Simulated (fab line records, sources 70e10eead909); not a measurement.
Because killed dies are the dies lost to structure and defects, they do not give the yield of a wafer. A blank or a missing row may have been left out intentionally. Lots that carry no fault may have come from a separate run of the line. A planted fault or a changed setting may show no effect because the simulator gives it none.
fab line records -- flow nand_harc
[record] lots = 6, wafers = 18, last_day = 32
route steps=1302 shown A_STAIRCASE@732
lots with no fault: from the same line, run without faults
start_h: hours from the record's opening day to when the first of the lot's shown wafers began -- wait_h: how many hours have passed since the lot's step before this one -- " same as the row above -- L1.1+2: a single row standing in for several wafers -- - no value present, or no start provided -- * or withheld: withheld -- < > ~ a bound
route shown NAME@n: NAME is a module with steps in the file, n the number in the route of the first one -- usual: mean/standard deviation of fault-free wafers -- same: alike in all rows -- chamber/n: place in a boat -- sites: the reading at each site -- _std_site: the values' standard deviation -- _edge_site: the outer-site mean with the inner-site mean subtracted -- radius_mm: for every site, how far away it sits from the centre of the wafer -- mask NAME#n: copy n -- behind: the tool/chamber that last shaped the wafer -- hold: what put the lot on hold/how long, in hours/how the hold closed -- device: transistor that didn't switch, given as n, p or np -- end of line: at the end of the route, the tests of the same wafers -- where a step has no rows: the recipe by itself -- killed: dies that structure and defects cost at the first sort, which is not the same as the wafer's yield -- map: a wafer's dies, marking killed ones x, the rest . and places with no die _
set.NAME: the setting that was run; set.NAME@STEP: the one run at that earlier step -- model.NAME: the simulator's own value behind a step, which no gauge read
certain route steps with their lots: each step a table, each wafer a row
services: when a tool's chamber went out of use (start_h, in hours from the record's first day, below 0 if earlier), for how many hours, and the reason
[[steps]]
[step NHARC_A_STAIRCASE_HARDBAKE_218]
[recipe] temp_c = 120, time_s = 140
[step NHARC_A_STAIRCASE_DESCUM_219]
[recipe] time_s = 3, o2_flow_sccm = 200, ar_flow_sccm = 0, bias_power_w = 0, chemistry = O2
[step NHARC_A_STAIRCASE_TRIM_220]
[recipe] time_s = 211.2, o2_flow_sccm = 500, ar_flow_sccm = 0, bias_w = 0, chemistry = O2
[step NHARC_A_STAIRCASE_ETCH_221]
[recipe] target_depth_a = 1000, time_s = 40.5, ion_energy_ev = 400, c4f8_flow_sccm = 20, o2_flow_sccm = 10, ar_flow_sccm = withheld, rf_w = 600, bias_w = 1000, chemistry = C4F8/O2
[usual] oes_product_au = 0.943/0.012, rf_fwd_power_W = 592.7/2.3, rf_vpp_V = 895/4.5
lot.wafer,tool,chamber,start_h,wait_h,oes_product_au,rf_fwd_power_W,rf_hours_counter_h,rf_vpp_V
L980.1,rie_diel-04,1,-,-,0.925,590.3,16,897
L980.4,rie_diel-04,3,-,-,0.925,592.8,17,889
L980.5,rie_diel-04,0,-,-,0.926,592.6,-,893
L983.4,rie_diel-07,1,-,-,0.940,590.1,36,897
L983.2,rie_diel-07,3,-,-,0.947,593.2,46,898
L983.6,rie_diel-07,0,-,-,0.945,593.4,-,894
L986.2,rie_diel-01,2,-,-,0.948,593.2,25,896
L986.6,rie_diel-01,2,-,-,0.942,591.7,-,897
L986.5,rie_diel-01,3,-,-,0.939,591.1,-,901
L990.2,rie_diel-07,0,-,-,0.946,594.4,7,892
L990.4,rie_diel-07,3,-,-,0.945,596.0,8,897
L990.6,rie_diel-07,0,-,-,0.937,598.0,-,893
L993.4,rie_diel-04,2,-,-,0.934,594.1,53,890
L993.3,rie_diel-04,3,-,-,0.943,589.1,51,888
L993.1,rie_diel-04,1,-,-,0.941,593.1,49,895
L994.4,rie_diel-01,2,-,-,0.935,596.2,54,895
L994.2,rie_diel-01,3,-,-,0.950,591.9,62,901
L994.1,rie_diel-01,1,-,-,0.941,593.7,43,905
[step NHARC_A_STAIRCASE_TRIM_222]
[recipe] time_s = 211.2, o2_flow_sccm = 500, ar_flow_sccm = 0, bias_w = 0, chemistry = O2
[step NHARC_A_STAIRCASE_ETCH_223]
[recipe] target_depth_a = 1000, time_s = 40.5, ion_energy_ev = 400, c4f8_flow_sccm = 20, o2_flow_sccm = 10, ar_flow_sccm = withheld, rf_w = 600, bias_w = 1000, chemistry = C4F8/O2
[usual] oes_product_au = 0.945/0.0098, rf_fwd_power_W = 592.9/2.3, rf_vpp_V = 895/4.5
lot.wafer,tool,chamber,start_h,wait_h,oes_product_au,rf_fwd_power_W,rf_hours_counter_h,rf_vpp_V
L980.4,rie_diel-04,2,-,-,0.940,589.9,17,891
L980.1,rie_diel-04,3,-,-,0.937,590.5,17,890
L980.5,rie_diel-04,2,-,-,0.936,591.0,-,891
L983.2,rie_diel-07,3,-,-,0.931,596.1,46,897
L983.4,rie_diel-07,2,-,-,0.956,595.2,41,897
L983.6,rie_diel-07,3,-,-,0.940,596.2,-,898
L986.2,rie_diel-01,3,-,-,0.946,589.8,32,899
L986.5,rie_diel-01,1,-,-,0.926,596.6,-,905
L986.6,rie_diel-01,2,-,-,0.931,597.7,-,895
L990.4,rie_diel-07,3,-,-,0.954,591.8,8,899
L990.2,rie_diel-07,1,-,-,0.955,593.5,5,895
L990.6,rie_diel-07,3,-,-,0.953,593.8,-,896
L993.4,rie_diel-04,0,-,-,0.948,591.7,47,892
L993.3,rie_diel-04,1,-,-,0.935,592.7,51,896
L993.1,rie_diel-04,3,-,-,0.952,591.9,55,888
L994.2,rie_diel-01,2,-,-,0.936,594.0,55,894
L994.1,rie_diel-01,3,-,-,0.956,593.3,62,899
L994.4,rie_diel-01,1,-,-,0.957,592.4,44,906
[step NHARC_A_STAIRCASE_TRIM_224]
[recipe] time_s = 211.2, o2_flow_sccm = 500, ar_flow_sccm = 0, bias_w = 0, chemistry = O2
[usual] drypump_motor_current_A = 5.7/0.51, oes_product_au = 1.001/0.0081, rf_vpp_V = 57.7/0.8, showerhead_plenum_p_Torr = 3.51/0.12, throttle_valve_pct = 17.036/0.0096
lot.wafer,tool,chamber,start_h,wait_h,drypump_motor_current_A,oes_product_au,rf_hours_counter_h,rf_vpp_V,showerhead_plenum_p_Torr,throttle_valve_pct
L980.1,rie_diel-04,3,-,-,6.2,0.999,18,56.1,3.33,17.030
L980.4,rie_diel-04,0,-,-,5.6,1.008,18,57.7,3.44,17.036
L980.5,rie_diel-04,2,-,-,5.3,1.001,-,57.4,3.38,17.026
L983.2,rie_diel-07,0,-,-,6.3,0.999,42,57.6,3.44,17.034
L983.4,rie_diel-07,1,-,-,5.7,1.000,36,57.6,3.54,17.028
L983.6,rie_diel-07,1,-,-,5.7,1.003,-,57.9,3.54,17.029
L986.2,rie_diel-01,0,-,-,5.7,0.990,32,58.4,3.41,17.038
L986.6,rie_diel-01,1,-,-,5.1,0.992,-,58.5,3.79,17.034
L986.5,rie_diel-01,2,-,-,5.1,1.003,-,58.6,3.54,17.016
L990.4,rie_diel-07,2,-,-,6.7,1.011,5,57.6,3.57,17.029
L990.2,rie_diel-07,3,-,-,5.4,0.988,8,57.4,3.57,17.025
L990.6,rie_diel-07,3,-,-,5.3,0.995,-,57.6,3.57,17.045
L993.4,rie_diel-04,1,-,-,5.7,1.008,51,57.7,3.50,17.018
L993.3,rie_diel-04,2,-,-,5.3,1.002,57,56.7,3.36,17.026
L993.1,rie_diel-04,3,-,-,6.2,1.003,55,57.0,3.31,17.034
L994.4,rie_diel-01,2,-,-,5.1,1.000,55,56.5,3.52,17.031
L994.1,rie_diel-01,3,-,-,5.1,1.004,62,57.0,3.64,17.032
L994.2,rie_diel-01,0,-,-,5.7,0.997,58,59.1,3.40,17.036
[step NHARC_A_STAIRCASE_ETCH_225]
[recipe] target_depth_a = 1000, time_s = 40.5, ion_energy_ev = 400, c4f8_flow_sccm = 20, o2_flow_sccm = 10, ar_flow_sccm = withheld, rf_w = 600, bias_w = 1000, chemistry = C4F8/O2
[usual] oes_product_au = 0.945/0.0096, rf_fwd_power_W = 592.7/2, rf_vpp_V = 895/4.4
lot.wafer,tool,chamber,start_h,wait_h,oes_product_au,rf_fwd_power_W,rf_hours_counter_h,rf_vpp_V
L980.1,rie_diel-04,2,-,-,0.948,593.1,17,891
L980.4,rie_diel-04,3,-,-,0.951,592.8,18,887
L980.5,rie_diel-04,2,-,-,0.953,593.5,-,889
L983.2,rie_diel-07,2,-,-,0.944,593.5,41,897
L983.4,rie_diel-07,0,-,-,0.948,593.3,42,893
L983.6,rie_diel-07,2,-,-,0.955,589.7,-,898
L986.2,rie_diel-01,2,-,-,0.939,597.9,26,896
L986.5,rie_diel-01,2,-,-,0.933,596.6,-,897
L986.6,rie_diel-01,3,-,-,0.945,591.7,-,902
L990.2,rie_diel-07,3,-,-,0.950,591.2,8,899
L990.4,rie_diel-07,0,-,-,0.955,595.2,8,893
L990.6,rie_diel-07,1,-,-,0.951,592.0,-,894
L993.1,rie_diel-04,3,-,-,0.947,590.1,55,889
L993.3,rie_diel-04,0,-,-,0.951,592.2,47,892
L993.4,rie_diel-04,1,-,-,0.939,592.9,51,895
L994.1,rie_diel-01,3,-,-,0.961,591.6,62,900
L994.4,rie_diel-01,1,-,-,0.934,592.1,44,905
L994.2,rie_diel-01,2,-,-,0.934,594.9,55,897
[step NHARC_A_STAIRCASE_TRIM_226]
[recipe] time_s = 211.2, o2_flow_sccm = 500, ar_flow_sccm = 0, bias_w = 0, chemistry = O2
[step NHARC_A_STAIRCASE_ETCH_227]
[recipe] target_depth_a = 1000, time_s = 40.5, ion_energy_ev = 400, c4f8_flow_sccm = 20, o2_flow_sccm = 10, ar_flow_sccm = withheld, rf_w = 600, bias_w = 1000, chemistry = C4F8/O2
[step NHARC_A_STAIRCASE_TRIM_229]
[recipe] time_s = 211.2, o2_flow_sccm = 500, ar_flow_sccm = 0, bias_w = 0, chemistry = O2
[step NHARC_A_STAIRCASE_ETCH_230]
[recipe] target_depth_a = 1000, time_s = 40.5, ion_energy_ev = 400, c4f8_flow_sccm = 20, o2_flow_sccm = 10, ar_flow_sccm = withheld, rf_w = 600, bias_w = 1000, chemistry = C4F8/O2
[usual] oes_product_au = 0.950/0.017, rf_fwd_power_W = 592.6/2, rf_vpp_V = 894/4.6
lot.wafer,tool,chamber,start_h,wait_h,oes_product_au,rf_fwd_power_W,rf_hours_counter_h,rf_vpp_V
L980.1,rie_diel-04,3,408.85,-,1.190,830.9,18,888
L980.4,rie_diel-04,1,408.85,-,0.943,591.1,17,896
L980.5,rie_diel-04,0,408.85,-,0.961,593.0,-,893
L983.2,rie_diel-04,2,423.45,-,0.964,596.1,22,891
L983.4,rie_diel-04,0,423.45,-,0.959,591.7,22,892
L983.6,rie_diel-04,3,423.45,-,1.199,831.3,-,888
L986.2,rie_diel-01,3,473.14,-,0.954,592.7,32,900
L986.5,rie_diel-01,3,473.14,-,0.958,592.8,-,901
L986.6,rie_diel-01,0,473.14,-,0.949,591.7,-,892
L990.2,rie_diel-07,2,497.86,-,0.965,592.5,5,898
L990.4,rie_diel-07,0,497.86,-,0.951,592.1,8,892
L990.6,rie_diel-07,2,497.86,-,0.953,590.9,-,898
L993.1,rie_diel-07,0,533.45,-,0.924,592.7,19,893
L993.4,rie_diel-07,1,533.45,-,0.926,589.1,14,897
L993.3,rie_diel-07,2,533.45,-,0.932,593.3,14,897
L994.1,rie_diel-04,3,553.18,-,0.966,589.4,1,889
L994.4,rie_diel-04,0,553.18,-,0.969,593.4,2,891
L994.2,rie_diel-04,1,553.18,-,0.955,589.5,2,894
[step NHARC_A_STAIRCASE_TRIM_231]
[recipe] time_s = 211.2, o2_flow_sccm = 500, ar_flow_sccm = 0, bias_w = 0, chemistry = O2
[usual] drypump_motor_current_A = 5.7/0.48, oes_product_au = 1.001/0.0075, rf_vpp_V = 57.7/0.88, showerhead_plenum_p_Torr = 3.49/0.12, throttle_valve_pct = 17.035/0.0091
lot.wafer,tool,chamber,start_h,wait_h,drypump_motor_current_A,oes_product_au,rf_hours_counter_h,rf_vpp_V,showerhead_plenum_p_Torr,throttle_valve_pct
L980.1,rie_diel-04,2,-,-,5.3,0.993,18,57.2,3.38,17.045
L980.4,rie_diel-04,1,-,-,5.7,1.000,17,58.0,3.52,17.050
L980.5,rie_diel-04,3,-,-,6.2,1.006,-,58.2,3.33,17.038
L983.2,rie_diel-04,0,-,-,5.5,1.006,22,57.0,3.44,17.043
L983.4,rie_diel-04,1,-,-,5.7,1.006,20,56.5,3.52,17.010
L983.6,rie_diel-04,0,-,-,5.5,1.001,-,58.6,3.44,17.023
L986.2,rie_diel-01,0,-,-,5.7,0.996,32,56.7,3.41,17.040
L986.5,rie_diel-01,0,-,-,5.8,0.995,-,58.7,3.41,17.014
L986.6,rie_diel-01,1,-,-,5.1,0.988,-,59.4,3.79,17.017
L990.4,rie_diel-07,3,-,-,5.3,1.000,8,57.1,3.57,17.043
L990.2,rie_diel-07,0,-,-,6.3,0.999,8,56.8,3.43,17.032
L990.6,rie_diel-07,1,-,-,5.7,1.003,-,58.5,3.53,17.033
L993.1,rie_diel-07,1,-,-,5.7,1.003,14,59.5,3.52,17.039
L993.3,rie_diel-07,3,-,-,5.4,1.002,19,56.1,3.57,17.039
L993.4,rie_diel-07,0,-,-,6.3,0.990,19,56.0,3.42,17.033
L994.2,rie_diel-04,1,-,-,5.7,0.999,3,58.6,3.50,17.046
L994.4,rie_diel-04,2,-,-,5.3,0.998,2,57.8,3.36,17.034
L994.1,rie_diel-04,3,-,-,6.2,0.991,1,57.1,3.31,17.037
[[services]]
tool,chamber,start_h,hours,kind
rie_diel-04,0,391.65,-,clean
rie_diel-04,1,391.65,-,clean
rie_diel-04,2,391.65,-,clean
rie_diel-04,3,391.65,-,clean
rie_diel-07,1,405.40,4.9,repair
rie_diel-01,3,406.68,5.1,repair
rie_diel-04,0,416.15,-,clean
rie_diel-04,1,416.15,-,clean
rie_diel-04,2,416.15,-,clean
rie_diel-04,3,416.15,-,clean
rie_diel-04,2,439.61,1.2,repair
rie_diel-04,0,440.65,-,clean
rie_diel-04,1,440.65,-,clean
rie_diel-04,3,440.65,-,clean
rie_diel-04,0,465.15,-,clean
rie_diel-04,1,465.15,-,clean
rie_diel-04,2,465.15,-,clean
rie_diel-04,3,465.15,-,clean
rie_diel-07,-,472.81,9.0,pm
rie_diel-01,1,474.69,16.8,repair
rie_diel-01,0,491.18,4.9,repair
rie_diel-01,2,514.02,7.7,repair
rie_diel-04,0,520.71,8.1,repair
rie_diel-04,-,534.29,9.0,pm
[[key]]
[first_sign] step = NHARC_A_STAIRCASE_ETCH_230, reading = rf_fwd_power_W, direction = up, sigmas = 99+, usual = *, struck = *
[effect] step = NHARC_A_STAIRCASE_ETCH_230, reading = oes_product_au, direction = up, sigmas = 14, usual = 0.950, struck = 1.194
met_at NHARC_A_STAIRCASE_ETCH_230
struck_wafers L980.1,L983.6
later_rows_left_out L980.1,L983.6
sort_left_out L980.1,L983.6
tester_left_out L980,L983
[fault] kind = process_parameter_drift, tool = rie_diel-04, chamber = 3, onset_h = 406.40, steps = NHARC_A_STAIRCASE_ETCH_230, channel = rf_w, offset = *, shape = step, end_h = 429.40, acts_in = *, stated = *
// tester_left_out: of these lots the tester's yield and bins aren't shown, on N5 and GAA mostly nor the transistor test; their killed dies are dies lost to structure and defects alone, not to doping, threshold or leakage, so they don't give the yield
// sort_left_out: the simulated sort isn't trusted on such a fault, so these wafers' sort isn't shown, and their yield isn't known
// later_rows_left_out: the simulator's readings of these wafers behind a module that went badly wrong aren't trusted and aren't shown, but for the sort
